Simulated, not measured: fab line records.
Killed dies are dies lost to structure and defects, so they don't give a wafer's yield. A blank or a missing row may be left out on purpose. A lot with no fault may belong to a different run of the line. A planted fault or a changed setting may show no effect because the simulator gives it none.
fab line records	flow n5-finfet
[record] lots = 24	wafers = 72	last-day = 19
route steps=1938 shown BEOL_M13@1705 BEOL_M14@1716
lots untouched by any fault: they come from a run of this same line in which no faults occurred
start-h: start of the lot's first displayed wafer, in hours after the record's first day	wait-h: how many hours have passed since the lot's step before this one	" repeats the value in the row above	L1.1+2: a row that stands for several wafers	- no value present, or no start provided	* or withheld: withheld	< > ~ a bound
route shown NAME@n: names a module that has steps shown in the file, with the first one's number in the route	usual: mean and standard deviation over wafers with no fault	same: alike in all rows	chamber/n: place in a boat	sites: each site's reading	_std_site: standard deviation of those values	_edge_site: outer sites' mean less inner sites'	radius-mm: how far each site lies from the wafer's centre	mask NAME#n: copy n	behind: the last tool/chamber to shape the wafer	hold: reason for holding the lot/hours on hold/outcome of the hold	device: which transistor (n, p or np) failed to switch	end of line: tests of these same wafers at the route's end	step lacking rows: just its recipe	killed: count of dies lost to structure and defects at first sort (not the wafer's yield)	map: per-die view of a wafer (x killed, . not killed, _ where there is no die)
set.NAME: the setting the step ran with; set.NAME@STEP: the setting that earlier step ran with	model.NAME: the simulator's own value behind a step, which no gauge read
the route's steps for a sample of lots (tables are steps, rows are wafers)
services: from which hour (start-h, from the record's first day; less than 0 if before it) a tool's chamber was out of use, for how many hours, and why
[[steps]]
[step N5_BEOL_M13_SPUTTER_43]
[recipe] material = TaN	target-thk-a = 150	temp-c = 50	bias-v = 168.6	power-w = 15000	chamber-pressure-pa = 0.12	time-s = 24.19
[usual] throttle-valve-pct = 30.3/1.1
lot.wafer	tool	chamber	start-h	wait-h	throttle-valve-pct
L074.1	pvd-sputter-03	-	241.84	0.0	27.9
L074.4	"	-	"	"	30.9
L074.6	"	-	"	"	27.6
L075.2	pvd-sputter-02	-	266.77	0.0	30.3
L075.3	"	-	"	"	31.0
L075.5	"	-	"	"	28.6
L076.1	pvd-sputter-03	-	298.03	0.0	27.8
L076.2	"	-	"	"	30.8
L076.4	"	-	"	"	30.0
L077.3	pvd-sputter-02	-	298.12	0.0	29.7
L077.5	"	-	"	"	30.9
L077.6	"	-	"	"	29.5
L079.4	pvd-sputter-02	-	301.18	0.0	29.5
L079.5	"	-	"	"	30.2
L079.6	"	-	"	"	28.7
L078.1	pvd-sputter-02	-	305.28	0.0	30.8
L078.5	"	-	"	"	30.2
L078.6	"	-	"	"	29.8
L082.1	pvd-sputter-03	-	320.98	0.0	31.2
L082.2	"	-	"	"	30.2
L082.4	"	-	"	"	27.9
L081.2	pvd-sputter-02	-	323.95	0.0	31.0
L081.4	"	-	"	"	29.5
L081.5	"	-	"	"	30.2
L084.4	pvd-sputter-02	-	330.12	0.0	30.9
L084.5	"	-	"	"	30.6
L084.6	"	-	"	"	29.3
L080.1	pvd-sputter-03	-	336.80	0.0	27.9
L080.3	"	-	"	"	31.0
L080.6	"	-	"	"	30.1
L087.4	pvd-sputter-03	-	339.18	0.0	31.0
L087.5	"	-	"	"	31.0
L087.6	"	-	"	"	31.0
L085.2	pvd-sputter-01	-	339.47	0.0	30.8
L085.5	"	-	"	"	30.8
L085.6	"	-	"	"	30.9
L083.1	pvd-sputter-03	-	342.17	2.1	30.8
L083.3	"	-	"	"	31.0
L083.5	"	-	"	"	31.0
L086.2	pvd-sputter-01	-	357.80	0.0	31.0
L086.5	"	-	"	"	30.8
L086.6	"	-	"	"	31.1
L088.1	pvd-sputter-01	-	358.12	0.0	31.3
L088.2	"	-	"	"	30.9
L088.4	"	-	"	"	31.9
L091.2	pvd-sputter-02	-	364.11	0.0	29.9
L091.3	"	-	"	"	28.7
L091.6	"	-	"	"	29.7
L089.1	pvd-sputter-03	-	364.55	0.0	30.7
L089.5	"	-	"	"	27.9
L089.6	"	-	"	"	30.2
L092.1	pvd-sputter-01	-	385.39	0.0	30.6
L092.2	"	-	"	"	31.9
L092.3	"	-	"	"	30.8
L094.2	pvd-sputter-03	-	389.42	0.0	30.9
L094.3	"	-	"	"	31.0
L094.4	"	-	"	"	30.2
L093.2	pvd-sputter-01	-	397.28	0.0	30.8
L093.3	"	-	"	"	32.0
L093.4	"	-	"	"	31.5
L090.1	pvd-sputter-03	-	397.51	0.0	30.8
L090.4	"	-	"	"	30.0
L090.6	"	-	"	"	30.3
L095.1	pvd-sputter-02	-	404.54	0.0	30.9
L095.4	"	-	"	"	28.9
L095.5	"	-	"	"	30.0
L096.1	pvd-sputter-02	-	411.44	0.0	30.9
L096.2	"	-	"	"	29.6
L096.4	"	-	"	"	30.1
L097.3	pvd-sputter-01	-	422.91	0.0	31.2
L097.4	"	-	"	"	32.4
L097.5	"	-	"	"	32.2
[step N5_BEOL_M13_SPUTTER_44]
[recipe] material = Ta	target-thk-a = 100	temp-c = 50	bias-v = 80	power-w = 15000	chamber-pressure-pa = 0.07	time-s = 16.13
[usual] throttle-valve-pct = 30.2/1.1
lot.wafer	tool	chamber	start-h	wait-h	throttle-valve-pct
L074.1	pvd-sputter-03	-	241.92	0.0	27.9
L074.4	"	-	"	"	30.8
L074.6	"	-	"	"	27.8
L075.2	pvd-sputter-02	-	266.85	0.0	30.5
L075.3	"	-	"	"	30.9
L075.5	"	-	"	"	28.6
L076.1	pvd-sputter-03	-	298.11	0.0	27.4
L076.2	"	-	"	"	30.7
L076.4	"	-	"	"	30.0
L077.3	pvd-sputter-02	-	298.20	0.0	29.6
L077.5	"	-	"	"	30.9
L077.6	"	-	"	"	29.7
L079.4	pvd-sputter-02	-	301.26	0.0	29.5
L079.5	"	-	"	"	30.0
L079.6	"	-	"	"	28.6
L078.1	pvd-sputter-02	-	305.36	0.0	30.9
L078.5	"	-	"	"	30.1
L078.6	"	-	"	"	29.8
L082.1	pvd-sputter-03	-	321.06	0.0	30.9
L082.2	"	-	"	"	30.0
L082.4	"	-	"	"	27.8
L081.2	pvd-sputter-02	-	324.03	0.0	31.0
L081.4	"	-	"	"	29.5
L081.5	"	-	"	"	30.0
L084.4	pvd-sputter-02	-	330.20	0.0	30.8
L084.5	"	-	"	"	30.3
L084.6	"	-	"	"	29.3
L080.1	pvd-sputter-03	-	336.88	0.0	27.6
L080.3	"	-	"	"	30.8
L080.6	"	-	"	"	30.2
L087.4	pvd-sputter-03	-	339.26	0.0	30.9
L087.5	"	-	"	"	30.9
L087.6	"	-	"	"	31.2
L085.2	pvd-sputter-01	-	339.55	0.0	30.6
L085.5	"	-	"	"	31.0
L085.6	"	-	"	"	31.1
L083.1	pvd-sputter-03	-	342.25	0.0	31.0
L083.3	"	-	"	"	30.8
L083.5	"	-	"	"	30.4
L086.2	pvd-sputter-01	-	357.88	0.0	30.7
L086.5	"	-	"	"	30.4
L086.6	"	-	"	"	31.2
L088.1	pvd-sputter-01	-	358.20	0.0	31.1
L088.2	"	-	"	"	30.9
L088.4	"	-	"	"	32.0
L091.2	pvd-sputter-02	-	364.19	0.0	30.1
L091.3	"	-	"	"	28.6
L091.6	"	-	"	"	29.5
L089.1	pvd-sputter-03	-	364.63	0.0	30.8
L089.5	"	-	"	"	27.5
L089.6	"	-	"	"	30.1
L092.1	pvd-sputter-01	-	385.47	0.0	31.0
L092.2	"	-	"	"	32.2
L092.3	"	-	"	"	30.9
L094.2	pvd-sputter-03	-	389.50	0.0	30.6
L094.3	"	-	"	"	31.2
L094.4	"	-	"	"	29.9
L093.2	pvd-sputter-01	-	397.36	0.0	30.6
L093.3	"	-	"	"	31.9
L093.4	"	-	"	"	31.1
L090.1	pvd-sputter-03	-	397.59	0.0	31.2
L090.4	"	-	"	"	30.2
L090.6	"	-	"	"	30.1
L095.1	pvd-sputter-02	-	404.62	0.0	31.1
L095.4	"	-	"	"	28.4
L095.5	"	-	"	"	30.0
L096.1	pvd-sputter-02	-	411.52	0.0	30.9
L096.2	"	-	"	"	29.6
L096.4	"	-	"	"	30.4
L097.3	pvd-sputter-01	-	422.99	0.0	31.2
L097.4	"	-	"	"	32.2
L097.5	"	-	"	"	32.0
[step N5_BEOL_M14_ILD_DEP_00]
[recipe] material = SiO2	target-thk-a = 11193	temp-c = 400	precursor = TEOS/O2	pressure-torr = 6.5	rf-w = 900	teos-flow-sccm = 161.4	gas = O2	flow-sccm = 2650	time-s = 237.4
[usual] chamber-pressure-Torr = 6.501/0.015	heater-power-w = 554/95	showerhead-plenum-p-Torr = 8.34/0.035	throttle-valve-pct = 18.7/0.31
lot.wafer	tool	chamber	start-h	wait-h	chamber-pressure-Torr	heater-power-w	showerhead-plenum-p-Torr	throttle-valve-pct
L074.1	pecvd-01	1	243.71	0.0	6.530	548	8.31	19.3
L074.4	"	1	"	"	6.508	416	8.31	19.3
L074.6	"	2	"	"	6.513	671	8.29	18.4
L075.2	pecvd-02	2	267.99	0.0	6.508	508	8.33	18.3
L075.3	"	1	"	"	6.494	728	8.38	18.8
L075.5	"	1	"	"	6.491	789	8.38	18.9
L076.1	pecvd-01	1	299.29	0.0	6.535	518	8.32	19.3
L076.2	"	2	"	"	6.489	647	8.30	18.5
L076.4	"	2	"	"	6.518	696	8.28	18.3
L077.3	pecvd-04	0	299.61	0.1	6.484	365	8.31	18.7
L077.5	"	0	"	"	6.506	428	8.32	18.7
L077.6	"	2	"	"	6.513	576	8.31	18.7
L079.4	pecvd-02	2	302.75	0.1	6.480	439	8.34	18.9
L079.5	"	0	"	"	6.500	685	8.38	18.6
L079.6	"	1	"	"	6.520	725	8.37	18.6
L078.1	pecvd-04	0	306.90	0.0	6.502	445	8.32	18.8
L078.5	"	0	"	"	6.496	357	8.33	18.7
L078.6	"	2	"	"	6.486	504	8.29	18.7
L082.1	pecvd-02	2	322.20	0.0	6.538	563	8.36	18.6
L082.2	"	1	"	"	6.504	750	8.37	18.5
L082.4	"	1	"	"	6.508	607	8.39	18.7
L081.2	pecvd-01	2	325.18	0.0	6.483	650	8.31	18.5
L081.4	"	1	"	"	6.501	542	8.31	19.2
L081.5	"	2	"	"	6.495	688	8.30	18.4
L084.4	pecvd-04	0	331.38	0.1	6.494	474	8.33	18.5
L084.5	"	2	"	"	6.485	582	8.31	19.0
L084.6	"	1	"	"	6.513	574	8.35	18.9
L080.1	pecvd-02	0	338.29	0.0	6.526	582	8.43	18.3
L080.3	"	1	"	"	6.491	671	8.37	18.4
L080.6	"	2	"	"	6.521	580	8.33	18.9
L087.4	pecvd-01	2	341.21	0.1	6.520	516	8.29	18.2
L087.5	"	1	"	"	6.522	413	8.33	19.2
L087.6	"	0	"	"	6.498	520	8.33	18.9
L085.2	pecvd-02	1	341.45	0.0	6.490	754	8.38	18.4
L085.5	"	2	"	"	6.473	560	8.30	18.6
L085.6	"	1	"	"	6.501	593	8.39	18.7
L083.1	pecvd-02	1	343.39	0.0	6.501	652	8.38	18.6
L083.3	"	0	"	"	6.514	620	8.41	18.6
L083.5	"	0	"	"	6.475	673	8.42	18.3
L086.2	pecvd-01	2	359.09	0.0	6.517	599	8.29	18.4
L086.5	"	1	"	"	6.476	416	8.30	19.3
L086.6	"	0	"	"	6.503	534	8.34	19.0
L088.1	pecvd-01	2	359.36	0.0	6.527	602	8.30	18.6
L088.2	"	0	"	"	6.514	533	8.34	19.1
L088.4	"	1	"	"	6.495	412	8.30	19.3
L091.2	pecvd-01	2	365.37	0.0	6.504	675	8.33	18.5
L091.3	"	0	"	"	6.530	461	8.31	18.9
L091.6	"	2	"	"	6.533	525	8.32	18.7
L089.1	pecvd-02	0	365.82	0.0	6.509	567	8.43	18.5
L089.5	"	2	"	"	6.490	512	8.37	18.9
L089.6	"	0	"	"	6.509	679	8.40	18.6
L092.1	pecvd-01	0	386.64	0.0	6.506	447	8.34	19.0
L092.2	"	1	"	"	6.499	435	8.31	19.3
L092.3	"	2	"	"	6.503	682	8.32	19.0
L094.2	pecvd-04	2	390.64	0.0	6.491	523	8.33	19.1
L094.3	"	0	"	"	6.511	358	8.34	18.7
L094.4	"	1	"	"	6.484	464	8.34	19.1
L093.2	pecvd-01	2	398.69	0.0	6.531	573	8.29	18.6
L093.3	"	1	"	"	6.510	431	8.33	19.0
L093.4	"	0	"	"	6.493	516	8.32	18.8
L090.1	pecvd-01	0	399.25	0.0	6.507	458	8.34	18.9
L090.4	"	2	"	"	6.479	673	8.30	18.4
L090.6	"	1	"	"	6.489	415	8.31	18.8
L095.1	pecvd-02	2	405.79	0.0	6.515	465	8.35	18.7
L095.4	"	2	"	"	6.506	519	8.32	19.0
L095.5	"	2	"	"	6.503	576	8.33	18.9
L096.1	pecvd-02	0	412.66	0.0	6.470	670	8.41	18.5
L096.2	"	1	"	"	6.476	607	8.36	17.6
L096.4	"	2	"	"	6.479	535	8.33	18.9
L097.3	pecvd-04	2	424.22	0.1	6.507	533	8.30	18.9
L097.4	"	0	"	"	6.475	366	8.31	18.7
L097.5	"	0	"	"	6.489	438	8.31	19.0
[step N5_BEOL_M14_OVL_MEAS_11]
[recipe] points-per-wafer = 44
[usual] V13_OVL = 3/5.4
lot.wafer	tool	chamber	start-h	wait-h	V13_OVL[nm]
L074.1	overlay-01	0	244.24	0.0	10
L074.4	"	0	"	"	12
L074.6	"	0	"	"	7
L075.2	overlay-02	0	268.52	0.0	-3
L075.3	"	0	"	"	4
L075.5	"	0	"	"	2
L076.1	overlay-02	0	299.94	0.0	2
L076.2	"	0	"	"	4
L076.4	"	0	"	"	5
L077.3	overlay-02	0	300.13	0.0	15
L077.5	"	0	"	"	7
L077.6	"	0	"	"	8
L079.4	overlay-01	0	303.20	0.0	15
L079.5	"	0	"	"	11
L079.6	"	0	"	"	11
L078.1	overlay-01	0	307.50	0.0	9
L078.5	"	0	"	"	6
L078.6	"	0	"	"	4
L082.1	overlay-01	0	322.85	0.0	-6
L082.2	"	0	"	"	-1
L082.4	"	0	"	"	-3
L081.2	overlay-02	0	325.70	0.0	1
L081.4	"	0	"	"	-4
L081.5	"	0	"	"	-4
L084.4	overlay-01	0	331.83	0.0	1
L084.5	"	0	"	"	-1
L084.6	"	0	"	"	1
L080.1	overlay-02	0	338.94	0.0	5
L080.3	"	0	"	"	5
L080.6	"	0	"	"	2
L087.4	overlay-01	0	341.79	0.0	-5
L087.5	"	0	"	"	0
L087.6	"	0	"	"	-4
L085.2	overlay-02	0	342.10	0.0	5
L085.5	"	0	"	"	-5
L085.6	"	0	"	"	2
L083.1	overlay-02	0	343.92	0.0	4
L083.3	"	0	"	"	0
L083.5	"	0	"	"	1
L086.2	overlay-02	0	359.61	0.0	1
L086.5	"	0	"	"	2
L086.6	"	0	"	"	8
L088.1	overlay-02	0	359.89	0.0	13
L088.2	"	0	"	"	11
L088.4	"	0	"	"	9
L091.2	overlay-01	0	365.89	0.0	0
L091.3	"	0	"	"	3
L091.6	"	0	"	"	8
L089.1	overlay-02	0	366.55	0.0	4
L089.5	"	0	"	"	3
L089.6	"	0	"	"	9
L092.1	overlay-01	0	387.29	0.0	4
L092.2	"	0	"	"	8
L092.3	"	0	"	"	-1
L094.2	overlay-02	0	391.29	0.0	2
L094.3	"	0	"	"	5
L094.4	"	0	"	"	4
L093.2	overlay-02	0	399.34	0.0	6
L093.3	"	0	"	"	3
L093.4	"	0	"	"	6
L090.1	overlay-01	0	399.78	0.0	6
L090.4	"	0	"	"	-1
L090.6	"	0	"	"	8
L095.1	overlay-01	0	406.40	0.0	10
L095.4	"	0	"	"	7
L095.5	"	0	"	"	13
L096.1	overlay-01	0	413.31	0.0	2
L096.2	"	0	"	"	0
L096.4	"	0	"	"	-4
L097.3	overlay-02	0	424.87	0.0	-1
L097.4	"	0	"	"	-1
L097.5	"	0	"	"	-5
[step N5_BEOL_M14_CD_MEAS_17]
[recipe] target-cd-nm = 250	polarity = opening
[usual] cd-nm = 251.2/2.2
lot.wafer	tool	chamber	start-h	wait-h	cd-nm
L074.1	cd-sem-01	-	244.73	0.0	252.5
L074.4	"	-	"	"	251.4
L074.6	"	-	"	"	251.5
L075.2	cd-sem-01	-	269.01	0.0	251.0
L075.3	"	-	"	"	248.2
L075.5	"	-	"	"	254.0
L076.1	cd-sem-02	-	300.44	0.0	251.8
L076.2	"	-	"	"	250.5
L076.4	"	-	"	"	253.1
L077.3	cd-sem-01	-	300.96	0.0	251.5
L077.5	"	-	"	"	256.4
L077.6	"	-	"	"	252.4
L079.4	cd-sem-01	-	303.70	0.0	248.4
L079.5	"	-	"	"	248.5
L079.6	"	-	"	"	249.6
L078.1	cd-sem-01	-	308.00	0.0	253.5
L078.5	"	-	"	"	251.0
L078.6	"	-	"	"	253.9
L082.1	cd-sem-03	-	323.38	0.0	252.2
L082.2	"	-	"	"	248.5
L082.4	"	-	"	"	255.2
L081.2	cd-sem-03	-	326.20	0.0	252.0
L081.4	"	-	"	"	251.0
L081.5	"	-	"	"	249.6
L084.4	cd-sem-01	-	332.33	0.0	248.1
L084.5	"	-	"	"	251.0
L084.6	"	-	"	"	251.0
L080.1	cd-sem-03	-	339.44	0.0	253.7
L080.3	"	-	"	"	250.2
L080.6	"	-	"	"	254.0
L087.4	cd-sem-01	-	342.28	0.0	246.7
L087.5	"	-	"	"	250.2
L087.6	"	-	"	"	246.3
L085.2	cd-sem-02	-	342.63	0.0	248.5
L085.5	"	-	"	"	248.3
L085.6	"	-	"	"	250.2
L083.1	cd-sem-01	-	344.41	0.0	251.6
L083.3	"	-	"	"	253.6
L083.5	"	-	"	"	247.9
L086.2	cd-sem-02	-	360.11	0.0	250.4
L086.5	"	-	"	"	254.0
L086.6	"	-	"	"	250.6
L088.1	cd-sem-01	-	360.38	0.0	252.9
L088.2	"	-	"	"	254.9
L088.4	"	-	"	"	248.9
L091.2	cd-sem-01	-	366.56	0.0	248.0
L091.3	"	-	"	"	250.5
L091.6	"	-	"	"	248.0
L089.1	cd-sem-03	-	367.54	0.0	251.1
L089.5	"	-	"	"	251.1
L089.6	"	-	"	"	252.0
L092.1	cd-sem-01	-	387.78	0.0	251.5
L092.2	"	-	"	"	248.1
L092.3	"	-	"	"	252.2
L094.2	cd-sem-03	-	391.79	0.0	249.5
L094.3	"	-	"	"	248.9
L094.4	"	-	"	"	249.2
L093.2	cd-sem-01	-	399.83	0.0	250.0
L093.3	"	-	"	"	249.8
L093.4	"	-	"	"	248.3
L090.1	cd-sem-01	-	400.53	0.0	253.1
L090.4	"	-	"	"	252.0
L090.6	"	-	"	"	252.2
L095.1	cd-sem-03	-	406.89	0.0	253.0
L095.4	"	-	"	"	253.7
L095.5	"	-	"	"	253.6
L096.1	cd-sem-03	-	413.80	0.0	251.1
L096.2	"	-	"	"	249.6
L096.4	"	-	"	"	249.8
L097.3	cd-sem-01	-	425.37	0.0	251.9
L097.4	"	-	"	"	250.1
L097.5	"	-	"	"	252.6
[step N5_BEOL_M14_INSPECT_30]
[recipe] mode = adi	inspect-instrument = macro
[usual] raw-defect-count = 2.1/1.2
lot.wafer	tool	chamber	start-h	wait-h	raw-defect-count
L074.1	defect-inspect-01	-	245.23	0.0	1
L074.4	"	-	"	"	4
L074.6	"	-	"	"	1
L075.2	defect-inspect-02	-	269.52	0.0	1
L075.3	"	-	"	"	0
L075.5	"	-	"	"	2
L076.1	defect-inspect-02	-	300.94	0.0	2
L076.2	"	-	"	"	5
L076.4	"	-	"	"	2
L077.3	defect-inspect-01	-	301.46	0.0	4
L077.5	"	-	"	"	2
L077.6	"	-	"	"	2
L079.4	defect-inspect-01	-	304.20	0.0	2
L079.5	"	-	"	"	2
L079.6	"	-	"	"	2
L078.1	defect-inspect-02	-	308.38	0.0	2
L078.5	"	-	"	"	2
L078.6	"	-	"	"	2
L082.1	defect-inspect-01	-	323.89	0.0	2
L082.2	"	-	"	"	2
L082.4	"	-	"	"	4
L081.2	defect-inspect-02	-	326.71	0.0	4
L081.4	"	-	"	"	2
L081.5	"	-	"	"	1
L084.4	defect-inspect-02	-	332.71	0.0	2
L084.5	"	-	"	"	2
L084.6	"	-	"	"	3
L080.1	defect-inspect-02	-	339.94	0.0	4
L080.3	"	-	"	"	1
L080.6	"	-	"	"	2
L087.4	defect-inspect-01	-	342.66	0.0	2
L087.5	"	-	"	"	2
L087.6	"	-	"	"	0
L085.2	defect-inspect-01	-	343.01	0.0	3
L085.5	"	-	"	"	2
L085.6	"	-	"	"	2
L083.1	defect-inspect-02	-	344.79	0.0	4
L083.3	"	-	"	"	3
L083.5	"	-	"	"	2
L086.2	defect-inspect-02	-	360.49	0.0	1
L086.5	"	-	"	"	1
L086.6	"	-	"	"	3
L088.1	defect-inspect-02	-	360.89	0.0	1
L088.2	"	-	"	"	3
L088.4	"	-	"	"	4
L091.2	defect-inspect-01	-	366.94	0.0	2
L091.3	"	-	"	"	4
L091.6	"	-	"	"	3
L089.1	defect-inspect-02	-	367.93	0.0	1
L089.5	"	-	"	"	2
L089.6	"	-	"	"	6
L092.1	defect-inspect-02	-	388.16	0.0	1
L092.2	"	-	"	"	1
L092.3	"	-	"	"	2
L094.2	defect-inspect-01	-	392.29	0.0	1
L094.3	"	-	"	"	2
L094.4	"	-	"	"	4
L093.2	defect-inspect-01	-	400.34	0.0	0
L093.3	"	-	"	"	1
L093.4	"	-	"	"	1
L090.1	defect-inspect-02	-	400.91	0.0	3
L090.4	"	-	"	"	2
L090.6	"	-	"	"	1
L095.1	defect-inspect-01	-	407.39	0.0	1
L095.4	"	-	"	"	1
L095.5	"	-	"	"	2
L096.1	defect-inspect-02	-	414.19	0.0	2
L096.2	"	-	"	"	6
L096.4	"	-	"	"	2
L097.3	defect-inspect-01	-	425.90	0.0	5
L097.4	"	-	"	"	0
L097.5	"	-	"	"	2
[[services]]
tool	chamber	start-h	hours	kind
pecvd-04	1	225.93	2.8	repair
pecvd-04	-	238.23	6.0	pm
pecvd-02	-	241.79	2.8	pm
pecvd-01	1	243.93	5.5	scheduled-down
pecvd-04	0	255.89	2.1	scheduled-down
pecvd-01	1	266.30	2.1	scheduled-down
pecvd-04	1	296.83	17.5	repair
pvd-sputter-03	-	308.35	10.1	repair
pecvd-01	-	330.87	1.1	repair
pecvd-04	2	332.80	4.8	repair
pecvd-04	1	339.76	13.8	repair
pvd-sputter-02	-	340.03	24.0	repair
pecvd-04	0	346.18	5.5	scheduled-down
pecvd-02	1	349.04	29.0	repair
pecvd-02	1	383.63	-	clean
pecvd-02	1	383.63	-	consumable-replace:showerhead
pecvd-02	1	383.63	29.0	scheduled-down
pecvd-02	1	383.63	29.0	vent-cycle
pecvd-04	1	395.13	2.1	scheduled-down
pecvd-04	1	407.79	10.0	repair
pecvd-04	1	421.96	5.5	scheduled-down
[[key]]
fault none
